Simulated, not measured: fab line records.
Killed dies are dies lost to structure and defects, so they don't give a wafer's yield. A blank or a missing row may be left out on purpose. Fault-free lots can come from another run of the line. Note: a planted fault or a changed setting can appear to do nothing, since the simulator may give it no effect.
Matching of chambers || flow nand-harc || 4 sister chambers for NHARC_P_CONTACT_ALD_22 on ald-metal-03
The step deposits TiN, target thk 3 nm, pulse time 1 s, ald cycles 150. 4 wafers are shown with their chamber, then 8 later ones without.

EACH WAFER AND ITS CHAMBER
{"wafer": "L088.1", "chamber": 2, "heater-power-w (W)": 999}
{"wafer": "L088.3", "chamber": 1, "heater-power-w (W)": 1038}
{"wafer": "L088.6", "chamber": 3, "heater-power-w (W)": 1087}
{"wafer": "L090.2", "chamber": 0, "heater-power-w (W)": 1260}

WAFERS WHOSE CHAMBER IS MISSING
{"wafer": "L090.3", "heater-power-w (W)": 1097}
{"wafer": "L090.4", "heater-power-w (W)": 1055}
{"wafer": "L093.2", "heater-power-w (W)": 1007}
{"wafer": "L093.4", "heater-power-w (W)": 1057}
{"wafer": "L093.5", "heater-power-w (W)": 1288}
{"wafer": "L096.1", "heater-power-w (W)": 1088}
{"wafer": "L096.2", "heater-power-w (W)": 1035}
{"wafer": "L096.5", "heater-power-w (W)": 986}

WHICH CHAMBER EACH ONE RAN IN
{"wafer": "L090.3", "from the rows above": 3, "in truth": 3}
{"wafer": "L090.4", "from the rows above": "can't be placed: 1 or 3", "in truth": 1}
{"wafer": "L093.2", "from the rows above": "can't be placed: 2 or 1", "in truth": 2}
{"wafer": "L093.4", "from the rows above": "can't be placed: 1 or 3", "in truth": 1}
{"wafer": "L093.5", "from the rows above": 0, "in truth": 0}
{"wafer": "L096.1", "from the rows above": 3, "in truth": 3}
{"wafer": "L096.2", "from the rows above": 1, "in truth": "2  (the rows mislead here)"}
{"wafer": "L096.5", "from the rows above": 2, "in truth": 2}
Correctly placed: 4 of 8. Can't be placed from these rows: 3 (the true chamber is among the candidates in 3). 1 placed wrongly.
How it was worked out, from the rows above alone: a wafer's distance from a chamber is the root of the sum, over the readings, of the square of ((its reading less the chamber's mean) divided by the reading's scatter). If the next closest chamber is less than 2 further off than the closest, the wafer can't be placed; otherwise it belongs to the closest. For every chamber, the mean is computed from those of its wafers that are shown. The scatter: with one shown wafer a chamber, the root of the mean of the squares of how far each hidden wafer lies from its nearest shown one.
